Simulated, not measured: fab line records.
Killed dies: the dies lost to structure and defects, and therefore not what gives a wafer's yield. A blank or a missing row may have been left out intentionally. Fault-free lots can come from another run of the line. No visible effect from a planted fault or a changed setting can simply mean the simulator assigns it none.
8D (eight disciplines) problem report, filled in by code | flow n5 finfet | the parts of the form that need people (team, actions taken, sign-off) are left out

## 1. WHAT WENT WRONG
Wafers without a fault read 350.02 C, standard deviation 0.19; susceptor temp C at N5_BEOL_M13_ILD_DEP_00 reads a mean of 354.41 C on 6 wafers belonging to 2 lots. Measured from the usual mean, that is +23 standard deviations.
The step: deposits SiOC from DEMS/O2, target thk 837.92 nm, time 166.4 s.
First seen on wafer L414.3, day 13 14:29, on pecvd-04. The record has a number at this step for 18 wafers belonging to 6 lots. The rule behind "out" and "out of limits": a value lying over 4 standard deviations away from the usual mean. The other wafers with a number count as sound.

## 2. WHAT IT IS, WHAT IT ISN'T
question                    | is                     | is not
which readings at this step | susceptor temp C       | heater power outer w, showerhead plenum p Torr, throttle valve pct
which lots                  | L414, L415             | L409, L412, L419, L426
which wafers of those lots  | all that have a number | -
read on which tools         | pecvd-04               | pecvd-01, pecvd-02
when                        | from day 13 14:29      | up to then (6 sound wafers); but 6 sound wafers of L419, L426 came after

## 3. WHAT RULES OUT EACH SUSPECT
Counting: a tool at any process step up to the reading remains a suspect when it ran all the lots that are out and ran no sound lot after the first of those.
- rtp anneal-01 at N5_BEOL_M12_ANNEAL_48 (time 90 s): ruled out as a lasting fault. Following L414 (day 13 13:48), the first lot on it that is out, the sound lots L426 were run on it.
- pecvd-04 at N5_BEOL_M13_ILD_DEP_00 (deposits SiOC from DEMS/O2, target thk 837.92 nm, time 166.4 s): kept. It processed each lot that is out, first L414 at day 13 14:29, and no sound lot thereafter; up to then, the last sound lot it processed was L412 at day 12 08:14. Out on those wafers are its own readings of susceptor temp C.
After counting, what remains is pecvd-04 at N5_BEOL_M13_ILD_DEP_00.

## 4. THE CAUSE (what the simulator had put in)
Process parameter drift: pecvd-04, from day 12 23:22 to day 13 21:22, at N5_BEOL_M13_ILD_DEP_00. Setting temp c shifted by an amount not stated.
The count eliminated every tool but this one.

## 5. SEQUENCE OF EFFECTS, ordered by route
One row per reading whose mean, taken over the struck wafers that have a number, lies over 3 standard deviations from the usual. Only readings whose record carries a usual standard deviation are examined. hours: median over the lots of the time between each lot's start at the first step of this table that gives one and its start at this step. sigmas: the change, counted in usual standard deviations.
hours | step                   | reading          | usual    | on struck wafers | change | sigmas
0     | N5_BEOL_M13_ILD_DEP_00 | susceptor temp C | 350.02 C | 354.41           | +4.39  | +23
Its process steps:
- N5_BEOL_M13_ILD_DEP_00: deposits SiOC from DEMS/O2, target thk 837.92 nm, time 166.4 s.
Later steps that measure or inspect, where all struck wafers having a row at the step show a number for every such reading and not one has moved that far: N5_BEOL_M13_THK_MEAS_01.

## 6. WHAT WOULD HAVE CAUGHT IT SOONER
In this record no reading fell out of limits until day 13 14:29, 15 hours after the fault had begun at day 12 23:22.
